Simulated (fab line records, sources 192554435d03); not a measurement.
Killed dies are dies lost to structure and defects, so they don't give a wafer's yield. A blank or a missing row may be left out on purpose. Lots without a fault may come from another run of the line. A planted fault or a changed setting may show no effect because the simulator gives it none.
Split-lot experiment | flow n5_finfet | 7 lots, 21 wafers read, on a route of 1938 steps

THE SPLIT
At N5_BEOL_M10_PECVD_70 (deposits SiO2 from TEOS/O2, target thk 20 nm, time 22.7 s), the setting temp_c was moved away from the recipe's 400 C on 3 of the 21 wafers read, by -3.2% to -2.3%. The other wafers ran this setting at the recipe's value.

The reading is taken at the split's own step.

THE READING
SiO2_of_BEOL_M10_PECVD_70.thk_nm (the simulator's own value, which no gauge read), in nm, at N5_BEOL_M10_PECVD_70 (deposits SiO2 from TEOS/O2, target thk 20 nm, time 22.7 s). The file gives no usual value for it. The 18 wafers here that ran the recipe average 20.0 nm, standard deviation 0.25 nm.

wafer  | tool, chamber at the split | temp_c as run, C | against the recipe | SiO2_of_BEOL_M10_PECVD_70.thk_nm, nm | against lot-mates on the recipe
L076.2 | pecvd-03, 2                | 400              | recipe             | 20.2                                 | -
L076.4 | pecvd-03, 2                | 400              | recipe             | 20.2                                 | -
L076.5 | pecvd-03, 1                | 387.2            | -3.2%              | 22                                   | +1.8
L078.1 | pecvd-03, 0                | 400              | recipe             | 19.6                                 | -
L078.3 | pecvd-03, 1,0              | 400              | recipe             | 20                                   | -
L078.4 | pecvd-03, 1,0              | 400              | recipe             | 20                                   | -
L083.1 | pecvd-04, 0                | 400              | recipe             | 19.4                                 | -
L083.5 | pecvd-04, 2                | 400              | recipe             | 20.2                                 | -
L083.6 | pecvd-04, 1                | 388.3            | -2.9%              | 21.8                                 | +2.0
L093.1 | pecvd-03, 1,2              | 400              | recipe             | 20                                   | -
L093.3 | pecvd-03, 1,2              | 400              | recipe             | 20                                   | -
L093.2 | pecvd-03, 0                | 390.6            | -2.3%              | 21                                   | +1.0
L090.4 | pecvd-02, 0,2              | 400              | recipe             | 20.2                                 | -
L090.5 | pecvd-02, 0,2              | 400              | recipe             | 20.2                                 | -
L090.6 | pecvd-02, 1                | 400              | recipe             | 20.4                                 | -
L092.1 | pecvd-03, 0                | 400              | recipe             | 19.6                                 | -
L092.3 | pecvd-03, 1                | 400              | recipe             | 19.8                                 | -
L092.6 | pecvd-03, 1                | 400              | recipe             | 20                                   | -
L097.3 | pecvd-04, 0                | 400              | recipe             | 20                                   | -
L097.5 | pecvd-04, 0                | 400              | recipe             | 20                                   | -
L097.4 | pecvd-04, 2                | 400              | recipe             | 19.8                                 | -
Where a row lists several chambers, the file gives one row for several wafers and doesn't say which wafer went through which chamber.

THE FIT
A straight line over all 21 wafers: SiO2_of_BEOL_M10_PECVD_70.thk_nm changes by -0.586 nm for each +1% of temp_c; r = -0.92; the points scatter about the line by 0.26 nm.
The same after taking each lot's own level away (the mean of its wafers on the recipe; 21 wafers): -0.575 nm for each +1%; r = -0.95; scatter 0.2 nm.
On that fit, the largest move of temp_c shifts the reading by 1.8 nm.
The lots' own levels span 19.80 to 20.27 nm, that is 1.9 times the standard deviation above.
So the lot-to-lot level changes the slope little: the two slopes agree.
Check: with one of the wafers moved furthest among these (-3.2%) left out of the fit, the line predicts +1.86 nm for it against its lot-mates. It came out at +1.8 nm against them.

OTHER SPLITS ON THESE WAFERS
These wafers also went through other splits before the reading. Each is held against what the fit with the lots' levels taken away leaves over:
other split on the same wafers   | wafers away from the commonest value | r with SiO2_of_BEOL_M10_PECVD_70.thk_nm (lot level and that fit taken away)
N5_BEOL_M8_TRENCH_ETCH_37 bias_w | 6                                    | +0.46
N5_BEOL_M9_TRENCH_ETCH_37 time_s | 6                                    | -0.09
N5_BEOL_M9_ALD_74 ald_cycles     | 6                                    | +0.15

THE FILE'S OWN FIT
SiO2_of_BEOL_M10_PECVD_70.thk_nm changes by -0.574 nm for each +1% of temp_c, r = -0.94.
